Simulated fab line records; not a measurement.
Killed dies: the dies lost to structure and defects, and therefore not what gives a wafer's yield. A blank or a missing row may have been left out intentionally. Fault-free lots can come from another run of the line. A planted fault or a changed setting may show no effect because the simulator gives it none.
A lot that was struck, set against a sound lot || flow nand-harc || 16 steps out of a route of 1302
Sound: the wafers L930.4, L930.5, L930.6. Struck: wafers L923.1, L923.2, L923.5. The cause is given at the end.
Order at every step that has rows: each side's tool, ch and its chambers, its first start. Under that, the readings that differ: sound wafers || struck wafers || difference of the means || sigmas: that difference in standard deviations of wafers without a fault.
alike: a reading whose means differ by less than 2 such deviations, as well as words and numbers matching on both sides. not compared: withheld readings; readings where some wafer has no value; bounds like >300 that might hide an equal value; numbers whose values overlap and for which the record gives no deviation.
A row with sigmas, a row that says differs or no value, or rows on one side alone: a step with any of these is where the two part. Numbers that have no deviation but don't overlap get no sigmas and don't part them. Lack of a reading on every wafer of one side parts them only where that side has two or more wafers.

NHARC_A_ZERO_WELL_ETCH_13: etches the open film in HBr/Cl2, target depth 120 nm, time 40.1 s.
  sound on rie-si-03 ch 0,3, day 13 14:47; struck on rie-si-05 ch 2,3, day 10 11:35
  alike: drypump-motor-current-A, oes-product-au, throttle-valve-pct
  not compared: rf-hours-counter-h
then, 4 steps without rows for these wafers: NHARC_A_ZERO_WELL_STRIP_14 (strips in SPM, time 900 s); NHARC_A_ZERO_WELL_IMPLANT_15; NHARC_A_ZERO_WELL_PRECLEAN_22 (cleans in SC1, time 60 s); NHARC_A_ZERO_WELL_SRD_23.
NHARC_A_ZERO_WELL_RTA_16: time 10 s.
  sound on rtp-anneal-02 ch 0, day 13 15:45; struck on rtp-anneal-01 ch 0, day 10 12:29
{"reading": "lamp-power-pct (%)", "sound": "31.5 31.6 31.5", "struck": "28.3 28.3 28.3", "difference": -3.2, "sigmas": -2}
{"reading": "lamp_zone_6_pct (%)", "sound": "31.5 31.5 31.5", "struck": "28.3 28.2 28.3", "difference": -3.2, "sigmas": -2}
  alike: wafer_temp_C_max
NHARC_A_ZERO_WELL_INSPECT_17:
  sound: defect-inspect-02 at day 13 15:52; struck: defect-inspect-02 at day 10 12:41
  alike: raw-defect-count
then, 3 steps without rows for these wafers: NHARC_A_SOURCE_PLATE_PRECLEAN_00 (cleans in HF-LAST, time 60 s); NHARC_A_SOURCE_PLATE_SRD_01; NHARC_A_SOURCE_PLATE_OXIDE_02 (material SiO2, target thk 10 nm, ox time 1362 s).
NHARC_A_SOURCE_PLATE_THK_MEAS_09: measures by ellipsometry.
  sound: film-metro-01 at day 13 23:43; struck: film-metro-01 at day 10 19:27
  alike: thk-nm
NHARC_A_SOURCE_PLATE_PVD_04: deposits WSi2, target thk 50 nm.
  sound: pvd-sputter-01 at day 13 23:49; struck: pvd-sputter-03 at day 10 19:31
NHARC_A_SOURCE_PLATE_CVD_03: deposits poly-Si, target thk 200 nm, time 4000 s.
  sound on lpcvd-poly-01 ch 0, day 14 02:16; struck on lpcvd-poly-03 ch 0, day 10 21:56
{"reading": "spike-tc-bottom-C (C)", "sound": "640.2 640.0 640.1", "struck": "661.7 659.7 661.0", "difference": "+20.7", "sigmas": "+9"}
{"reading": "spike-tc-centre-C (C)", "sound": "618.1 620.1 619.9", "struck": "645.7 644.9 643.8", "difference": "+25.4", "sigmas": "+17"}
{"reading": "spike-tc-lower-C (C)", "sound": "620.7 621.6 620.0", "struck": "642.0 640.5 642.2", "difference": "+20.8", "sigmas": "+14"}
{"reading": "spike-tc-top-C (C)", "sound": "635.8 636.2 637.1", "struck": "664.4 663.5 663.7", "difference": "+27.5", "sigmas": "+11"}
{"reading": "spike-tc-upper-C (C)", "sound": "617.9 621.3 619.8", "struck": "642.8 644.6 642.6", "difference": "+23.7", "sigmas": "+25"}
{"reading": "tube-center-temp-C (C)", "sound": "620.01 620.06 619.95", "struck": "643.17 643.2 643.19", "difference": "+23.18", "sigmas": "+99 or more"}
then, 1 step without rows for these wafers: NHARC_A_SOURCE_PLATE_ANNEAL_05 (time 1800 s).
NHARC_A_SOURCE_PLATE_THK_MEAS_06: measures by ellipsometry.
  sound: film-metro-02 at day 14 12:50; struck: film-metro-02 at day 11 08:19
{"reading": "thk-nm (nm)", "sound": "198.6 197.8 199.5", "struck": "338.9 339.2 335.9", "difference": "+139.4", "sigmas": "+77"}
-- break in the record here, with 17 days between the starts of the struck wafers on either side (left off in module A_SOURCE_PLATE, picked up again in module END, where the first step shown is number 1302 on the route) --
NHARC_END_SORT_01:
  sound on prober-02 ch 0, day 30 17:49; struck on prober-01 ch 0, day 28 04:35
{"reading": "killed-at-array", "sound": "39 39 23", "struck": "70 73 90", "difference": "+44", "sigmas": "+2"}
{"reading": "killed-at-other", "sound": "0 1 0", "struck": "5 5 2", "difference": "+4", "sigmas": "+2"}
{"reading": "killed-dies", "sound": "47 47 32", "struck": "78 84 96", "difference": "+44", "sigmas": "+2"}
  alike: killed-at-periphery, killed-open, killed-short

== WHERE THEY PART ==
At NHARC_A_ZERO_WELL_RTA_16 first; at NHARC_END_SORT_01 last (within this record only).

WHY: the cause the simulator had injected
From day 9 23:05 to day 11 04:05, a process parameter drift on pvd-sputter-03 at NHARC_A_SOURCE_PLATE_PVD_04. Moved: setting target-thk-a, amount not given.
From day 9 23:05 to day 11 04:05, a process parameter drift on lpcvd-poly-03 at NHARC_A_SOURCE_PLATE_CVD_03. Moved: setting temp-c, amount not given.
